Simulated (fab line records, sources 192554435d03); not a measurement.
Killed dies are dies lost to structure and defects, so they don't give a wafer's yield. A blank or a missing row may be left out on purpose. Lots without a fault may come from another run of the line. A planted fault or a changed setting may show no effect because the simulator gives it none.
Split-lot experiment | flow n5_finfet | 7 lots, 21 wafers read, on a route of 1938 steps

THE SPLIT
At N5_MIM_BOT_ETCH_ETCH_04 (etches SiNx in CF4/O2, target depth 26 nm, time 13 s), the setting time_s was moved away from the recipe's 13 s on 5 of the 21 wafers read, by -22.2% to +6.2%. The other wafers ran this setting at the recipe's value.

The reading is taken at the split's own step.

THE READING
etch.depth_nm (the simulator's own value, which no gauge read), in nm, at N5_MIM_BOT_ETCH_ETCH_04 (etches SiNx in CF4/O2, target depth 26 nm, time 13 s). The file gives no usual value for it. The 16 wafers here that ran the recipe average 25.85 nm, standard deviation 0.8 nm.

wafer  | tool, chamber at the split | time_s as run, s | against the recipe | etch.depth_nm, nm | against lot-mates on the recipe
L077.2 | rie_diel-05, 0             | 13               | recipe             | 25.45             | -
L077.3 | rie_diel-05, 1             | 10.11            | -22.2%             | 20.83             | -4.62
L077.4 | rie_diel-05, 2             | 10.11            | -22.2%             | 20.23             | -5.22
L078.2 | rie_diel-06, 1             | 13               | recipe             | 26.76             | -
L078.5 | rie_diel-06, 0             | 13               | recipe             | 24.68             | -
L078.6 | rie_diel-06, 3             | 10.91            | -16.1%             | 21.35             | -4.37
L082.1 | rie_diel-01, 2             | 10.15            | -21.9%             | 21.1              | -5.66
L082.2 | rie_diel-01, 3             | 13               | recipe             | 26.3              | -
L082.5 | rie_diel-01, 2             | 13               | recipe             | 27.22             | -
L089.2 | rie_diel-05, 2             | 13               | recipe             | 26.2              | -
L089.3 | rie_diel-05, 3             | 13               | recipe             | 25.97             | -
L089.4 | rie_diel-05, 0             | 13               | recipe             | 25.71             | -
L088.1 | rie_diel-06, 1             | 13               | recipe             | 27.04             | -
L088.3 | rie_diel-06, 0             | 13               | recipe             | 24.83             | -
L088.4 | rie_diel-06, 0             | 13               | recipe             | 24.72             | -
L096.1 | rie_diel-05, 0             | 13               | recipe             | 25.15             | -
L096.2 | rie_diel-05, 3             | 13               | recipe             | 25.89             | -
L096.3 | rie_diel-05, 2             | 13               | recipe             | 25.7              | -
L094.1 | rie_diel-06, 2             | 13.81            | +6.2%              | 28.52             | +2.54
L094.2 | rie_diel-06, 1             | 13               | recipe             | 26.8              | -
L094.3 | rie_diel-06, 3             | 13               | recipe             | 25.16             | -

THE FIT
A straight line over all 21 wafers: etch.depth_nm changes by +0.246 nm for each +1% of time_s; r = +0.94; the points scatter about the line by 0.81 nm.
The same after taking each lot's own level away (the mean of its wafers on the recipe; 21 wafers): +0.246 nm for each +1%; r = +0.95; scatter 0.72 nm.
On that fit, the largest move of time_s shifts the reading by 5.5 nm.
The lots' own levels span 25.450 to 26.760 nm, that is 1.6 times the standard deviation above.
So the lot-to-lot level changes the slope little: the two slopes agree.
Check: with one of the wafers moved furthest among these (-22.2%) left out of the fit, the line predicts -5.7 nm for it against its lot-mates. It came out at -4.62 nm against them.

OTHER SPLITS ON THESE WAFERS
These wafers also went through other splits before the reading. Each is held against what the fit with the lots' levels taken away leaves over:
other split on the same wafers     | wafers away from the commonest value | r with etch.depth_nm (lot level and that fit taken away)
N5_BEOL_M15_EXPOSE_07 dose_mj      | 10                                   | -0.09
N5_MIM_BOT_LITHO_EXPOSE_05 dose_mj | 4                                    | -0.13

THE FILE'S OWN FIT
etch.depth_nm changes by +0.251 nm for each +1% of time_s, r = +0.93.
